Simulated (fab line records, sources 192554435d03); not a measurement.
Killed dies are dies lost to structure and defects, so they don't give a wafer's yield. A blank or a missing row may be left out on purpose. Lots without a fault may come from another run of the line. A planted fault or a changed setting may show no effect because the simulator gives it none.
fab line records | flow n5_finfet
record lots=12 wafers=32 last_day=18
route steps=1938 shown BEOL_M7@1317 BEOL_M8@1333
lots that met no fault: from a run of the same line without faults
start_h: hours from the record's first day to the start of the lot's first wafer shown | wait_h: hours since the lot's step before | " the same as in the row above | L1.1+2: a row that stands for several wafers | - no value, or no start given | * or withheld: withheld | < > ~ a bound
route shown NAME@n: a module of which the file shows steps, and the number in the route of the first | usual: mean/standard deviation of fault-free wafers | same: alike in all rows | chamber/n: place in a boat | sites: the reading at each site | _std_site: their standard deviation | _edge_site: outer sites' mean less inner sites' | radius_mm: how far each site lies from the wafer's centre | mask NAME#n: copy n | behind: the tool/chamber that last shaped the wafer | hold: why the lot was held/for how many hours/how that ended | device: the transistor (n, p or np) that didn't switch | end of line: the same wafers' tests at the end of the route | a step without rows: its recipe alone | killed: dies lost to structure and defects at the first sort, not the wafer's yield | map: a wafer's dies, x killed, . not, _ none there
set.NAME: the setting as run; set.NAME@STEP: as run at that earlier step | model.NAME: the simulator's own value behind a step, which no gauge read
steps of the route over a sample of lots; a table a step, a row a wafer
services: from which hour (start_h, from the record's first day; less than 0 if before it) a tool's chamber was out of use, for how many hours, and why
## steps
# step N5_BEOL_M7_CURE_75
# recipe temp_c=370 time_s=120 ambient=DMADMS/He material=SiCOH_lowk
# usual lamp_power_pct=52.31/0.056 wafer_temp_C_max=371.8/0.61
# columns lot.wafer tool chamber start_h wait_h lamp_power_pct wafer_temp_C_max
L279.1 uv_cure-02 0 203.24 0.0 52.23 372.2
L279.5 " 0 " " 52.22 372.9
L279.6 " 0 " " 52.43 373.2
L281.4 uv_cure-02 2 230.12 0.2 52.30 371.7
L281.5 " 2 " " 52.24 371.4
L281.6 " 2 " " 52.28 371.5
L282.1 uv_cure-01 1 233.68 0.0 52.30 371.6
L282.3 " 1 " " 52.35 372.3
L282.6 " 1 " " 52.28 371.4
L283.4 uv_cure-03 0 238.45 0.2 52.29 371.5
L283.5 " 0 " " 52.30 371.1
L283.6 " 0 " " 52.30 370.8
L286.2 uv_cure-02 0 241.76 0.1 52.33 372.3
L286.3 " 0 " " 52.30 372.6
L286.5 " 0 " " 52.28 372.7
L288.3 uv_cure-01 2 264.85 0.1 52.25 370.7
L288.4 " 2 " " 52.35 370.8
L288.5 " 2 " " 52.30 371.4
L291.1 uv_cure-03 0 283.67 0.0 52.26 371.0
L291.2 " 0 " " 52.30 371.4
L291.3 " 0 " " 52.35 370.5
L294.3 uv_cure-01 2 318.85 0.1 52.33 371.3
L294.4 " 2 " " 52.34 371.0
L298.5 uv_cure-03 0 333.89 0.9 52.36 371.2
L298.6 " 0 " " 52.19 371.2
L301.1 uv_cure-01 2 342.00 0.2 52.26 371.4
L301.3 " 2 " " 52.24 371.3
L301.5 " 2 " " 52.23 371.6
L299.2 uv_cure-02 2 342.19 0.3 52.16 371.5
L299.5 " 2 " " 52.43 371.4
L300.1 uv_cure-01 2 346.12 0.0 52.30 371.4
L300.4 " 2 " " 52.32 371.1
# step N5_BEOL_M7_CMP_52
# recipe stop_on=SiCOH_lowk t_overpolish_s=6.9 down_force_psi=1 platen_rpm=50 clearing_platen_down_force_psi=1.5 clearing_platen_rpm=50 post_cmp_clean=cu_alkaline target_thk_nm=80 clearing_platen_pad_velocity_m_s=0.99484 pad_velocity_m_s=0.99484
# usual barrier_field_endpoint_s=28.6/0.91 motor_current_A=6.1/0.47 overpolish_run_s=6.901/0.0085 retaining_ring_pressure_frac=1.001/0.0053 time_to_endpoint_s=61/4.3
# columns lot.wafer tool chamber start_h wait_h barrier_field_endpoint_s motor_current_A overpolish_run_s retaining_ring_pressure_frac time_to_endpoint_s
L279.1 cmp-04 1 209.10 0.6 29.6 6.7 6.890 1.004 67
L279.6 " 3 " " 28.1 5.4 6.899 0.992 54
L279.5 " 0 " " 29.5 6.1 6.897 1.005 60
L281.4 cmp-04 1 231.99 0.2 29.9 6.6 6.896 1.004 68
L281.6 " 3 " " 28.0 5.4 6.908 0.996 59
L281.5 " 0 " " 28.8 6.4 6.881 0.999 64
L282.3 cmp-03 0 235.44 0.2 26.9 6.0 6.906 1.006 52
L282.1 " 3 " " 27.2 5.6 6.895 1.002 58
L282.6 " 1 " " 28.3 7.2 6.903 0.999 60
L283.4 cmp-01 2 240.34 0.2 29.5 6.5 6.897 0.997 64
L283.5 " 1 " " 29.6 5.7 6.906 1.003 66
L283.6 " 2 " " 29.3 5.8 6.900 0.995 63
L286.3 cmp-03 2 244.85 0.2 28.8 5.9 6.910 0.987 59
L286.2 " 0 " " 28.0 5.4 6.892 1.000 55
L286.5 " 2 " " 28.9 5.9 6.917 0.995 61
L288.4 cmp-04 0 266.65 0.2 28.3 6.3 6.897 0.992 60
L288.3 " 1 " " 28.2 6.7 6.901 0.999 65
L288.5 " 2 " " 27.8 5.8 6.893 1.007 60
L291.2 cmp-03 0 286.50 0.2 27.0 5.5 6.910 1.012 54
L291.1 " 1 " " 27.9 7.0 6.896 0.995 62
L291.3 " 2 " " 27.1 6.3 6.914 1.001 60
L294.4 cmp-04 3 321.29 0.2 29.0 5.9 6.921 0.995 59
L294.3 " 0 " " 29.5 6.1 6.908 1.004 63
L298.6 cmp-01 1 336.33 0.2 28.9 5.5 6.909 1.002 64
L298.5 " 2 " " 29.3 6.4 6.911 0.999 64
L301.3 cmp-03 3 343.55 0.2 30.0 5.3 6.890 1.003 66
L301.1 " 1 " " 29.6 7.0 6.908 1.010 64
L301.5 " 2 " " 28.5 6.3 6.895 1.011 61
L299.2 cmp-01 2 343.83 0.3 28.9 6.5 6.904 1.006 63
L299.5 " 2 " " 28.8 6.4 6.909 1.009 64
L300.4 cmp-03 0 348.51 0.2 27.2 5.9 6.900 0.995 56
L300.1 " 1 " " 28.2 6.7 6.887 1.000 67
# step N5_BEOL_M8_CURE_74
# recipe temp_c=385 time_s=240 ambient=He/Ar material=SiCOH_lowk
# usual lamp_power_pct=52.31/0.056 wafer_temp_C_max=386.8/0.62
# columns lot.wafer tool chamber start_h wait_h lamp_power_pct wafer_temp_C_max
L279.1 uv_cure-01 2 209.57 0.0 52.29 385.9
L279.5 " 2 " " 52.30 386.4
L279.6 " 2 " " 52.30 386.4
L281.4 uv_cure-02 0 232.73 0.3 52.32 387.9
L281.5 " 0 " " 52.31 387.5
L281.6 " 0 " " 52.36 387.4
L282.1 uv_cure-02 0 236.06 0.1 52.20 387.9
L282.3 " 0 " " 52.25 388.3
L282.6 " 0 " " 52.34 387.2
L283.4 uv_cure-03 1 241.13 0.3 52.33 386.7
L283.5 " 1 " " 52.27 387.3
L283.6 " 1 " " 52.27 387.0
L286.2 uv_cure-03 2 245.51 0.1 52.25 387.1
L286.3 " 2 " " 52.38 387.1
L286.5 " 2 " " 52.37 386.9
L288.3 uv_cure-01 1 267.55 0.5 52.40 386.5
L288.4 " 1 " " 52.35 386.2
L288.5 " 1 " " 52.37 385.9
L291.1 uv_cure-02 0 287.05 0.0 52.33 388.1
L291.2 " 0 " " 52.31 387.4
L291.3 " 0 " " 52.37 387.4
L294.3 uv_cure-01 2 321.97 0.2 52.34 386.6
L294.4 " 2 " " 52.29 386.0
L298.5 uv_cure-03 1 337.37 0.7 52.34 387.6
L298.6 " 1 " " 52.40 387.0
L301.1 uv_cure-03 1 344.06 0.0 52.29 387.2
L301.3 " 1 " " 52.36 387.1
L301.5 " 1 " " 52.38 387.5
L299.2 uv_cure-01 1 344.43 0.1 52.39 386.0
L299.5 " 1 " " 52.32 386.2
L300.1 uv_cure-03 1 348.99 0.0 52.32 387.3
L300.4 " 1 " " 52.17 386.8
# step N5_BEOL_M8_EXPOSE_08
# recipe mask_id=M8 na=1.35 source_shape=dipole sigma_inner=0.817 sigma_outer=0.97 polarization=te dose_mj=68.25
# usual exposure_dose_mJ_cm2=68.21/0.082 reticle_temp_C=22.99/0.1
# columns lot.wafer tool chamber start_h wait_h mask exposure_dose_mJ_cm2 reticle_temp_C
L279.1 arfi_scanner-01 0 212.21 - M8#0 68.25 22.89
L279.5 " 0 " " M8#0 68.27 22.86
L279.6 " 0 " " M8#0 68.30 22.86
L281.4 arfi_scanner-02 0 234.01 - M8#0 68.24 23.02
L281.5 " 0 " " M8#0 68.22 23.02
L281.6 " 0 " " M8#0 68.21 22.98
L282.1 arfi_scanner-02 0 238.31 - M8#0 68.11 23.07
L282.3 " 0 " " M8#0 68.09 22.99
L282.6 " 0 " " M8#0 68.16 23.04
L283.4 arfi_scanner-01 0 242.15 - M8#0 68.30 23.12
L283.5 " 0 " " M8#0 68.20 23.06
L283.6 " 0 " " M8#0 68.29 23.05
L286.2 arfi_scanner-01 0 247.32 - M8#0 68.20 23.06
L286.3 " 0 " " M8#0 68.13 23.10
L286.5 " 0 " " M8#0 68.14 23.08
L288.3 arfi_scanner-01 0 269.95 - M8#0 67.35 22.97
L288.4 " 0 " " M8#0 67.38 22.99
L288.5 " 0 " " M8#0 67.37 23.06
L291.1 arfi_scanner-01 0 288.03 - M8#0 67.57 22.86
L291.2 " 0 " " M8#0 67.65 22.98
L291.3 " 0 " " M8#0 67.58 23.00
L294.3 arfi_scanner-02 0 323.18 - M8#0 68.18 23.01
L294.4 " 0 " " M8#0 68.18 22.93
L298.5 arfi_scanner-02 0 339.53 - M8#0 68.16 23.15
L298.6 " 0 " " M8#0 68.21 22.98
L299.2 arfi_scanner-03 0 346.32 - M8#0 68.35 23.25
L299.5 " 0 " " M8#0 68.33 23.03
L301.1 arfi_scanner-02 0 346.64 - M8#0 68.18 22.96
L301.3 " 0 " " M8#0 68.21 22.82
L301.5 " 0 " " M8#0 68.27 22.91
L300.1 arfi_scanner-03 0 350.65 - M8#0 68.07 22.95
L300.4 " 0 " " M8#0 68.17 22.95
## services
# columns tool chamber start_h hours kind
arfi_scanner-02 - 192.13 1.1 repair
cmp-03 - 194.07 0.9 repair
uv_cure-01 - 197.93 6.0 pm
arfi_scanner-02 - 200.30 3.9 pm
uv_cure-02 - 205.98 6.8 repair
arfi_scanner-01 - 219.01 0.9 repair
arfi_scanner-02 - 222.79 1.3 pm
cmp-03 - 240.10 2.5 repair
arfi_scanner-01 - 258.45 1.0 pm
arfi_scanner-02 - 267.36 1.5 repair
arfi_scanner-01 - 272.43 1.3 pm
uv_cure-03 - 273.94 0.3 repair
cmp-03 - 275.77 1.4 repair
arfi_scanner-02 - 277.08 4.9 pm
arfi_scanner-01 - 280.82 1.0 pm
cmp-03 - 289.77 4.0 pm
arfi_scanner-01 - 296.93 0.8 pm
cmp-03 - 300.11 0.2 repair
uv_cure-03 - 312.76 7.5 pm
arfi_scanner-02 - 323.96 0.8 pm
uv_cure-02 - 327.01 7.5 pm
uv_cure-03 - 332.94 0.5 repair
cmp-03 - 336.12 6.8 pm
arfi_scanner-02 - 348.29 1.3 pm
## key
first_sign step=N5_BEOL_M8_EXPOSE_08 reading=exposure_dose_mJ_cm2 direction=down sigmas=8.9 usual=68.21 struck=67.48
effect none on later readings
met_at N5_BEOL_M8_EXPOSE_08
struck_lots L288,L291
loop_trim step=N5_BEOL_M8_EXPOSE_08 setting=dose lots=L291
baseline_loss step=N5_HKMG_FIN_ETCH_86 wafers=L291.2
not_acting_at N5_BEOL_M7_CURE_75,N5_BEOL_M7_CMP_52,N5_BEOL_M8_CURE_74
onset_between 247.32 269.95
fault kind=process_parameter_drift tool=arfi_scanner-01 chamber=- onset_h=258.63 steps=N5_BEOL_M8_EXPOSE_08 channel=dose_mj offset=-0.81385 shape=step acts_in=these_recipes_only stated=68.25
# loop_trim: a control loop set the setting to another value than it would have without faults
# baseline_loss: these wafers lose ten dies or more at that step, a loss of the line's own and not of a fault; the sort's usual values leave them out
